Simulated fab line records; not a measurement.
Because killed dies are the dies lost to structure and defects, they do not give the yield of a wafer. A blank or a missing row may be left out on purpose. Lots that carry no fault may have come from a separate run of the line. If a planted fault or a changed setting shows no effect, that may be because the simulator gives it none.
Matching of chambers | flow nand-harc | 4 sister chambers for NHARC_P_M1_ETCH_28 on rie-diel-09
The step etches the open film in CF4/N2, target depth 30 nm, time 72.99 s. 8 wafers are shown with their chamber, then 9 later ones without.

## WAFERS, EACH WITH ITS CHAMBER
wafer  | chamber | showerhead-plenum-p-Torr (Torr) | rf-vpp-V (V)
L778.1 | 2       | 2.77                            | 317.4
L780.5 | 0       | 2.65                            | 313.4
L780.6 | 3       | 2.45                            | 310.9
L786.2 | 3       | 2.44                            | 309.8
L786.5 | 0       | 2.65                            | 313.8
L787.3 | 1       | 2.49                            | 311.7
L787.4 | 2       | 2.77                            | 317.4
L787.5 | 1       | 2.49                            | 312.2

## WAFERS MISSING THEIR CHAMBER
wafer  | showerhead-plenum-p-Torr (Torr) | rf-vpp-V (V)
L790.1 | 2.77                            | 315.7
L790.2 | 2.49                            | 313.0
L790.4 | 2.65                            | 314.0
L793.4 | 2.77                            | 316.7
L793.5 | 2.77                            | 315.9
L793.6 | 2.44                            | 311.3
L796.1 | 2.44                            | 310.4
L796.3 | 2.64                            | 314.1
L796.5 | 2.49                            | 312.8

## THE CHAMBER EACH PASSED THROUGH
wafer  | from the rows above | in truth
L790.1 | 2                   | 2
L790.2 | 1                   | 1
L790.4 | 0                   | 0
L793.4 | 2                   | 2
L793.5 | 2                   | 2
L793.6 | 3                   | 3
L796.1 | 3                   | 3
L796.3 | 0                   | 0
L796.5 | 1                   | 1
Correct placement for 9 of the 9. Not placeable from these rows: 0. Number placed wrongly: 0.
How it was worked out, from the rows above alone: a wafer's distance from a chamber is the root of the sum, over the readings, of the square of ((its reading less the chamber's mean) divided by the reading's scatter). If the next closest chamber is less than 2 further off than the closest, the wafer can't be placed; otherwise it belongs to the closest. Each chamber's mean is taken over the wafers shown for it. How the scatter is found: for the shown wafers, subtract from each reading the mean of its chamber, square and add these, divide the total by (wafers less chambers), then take the root.
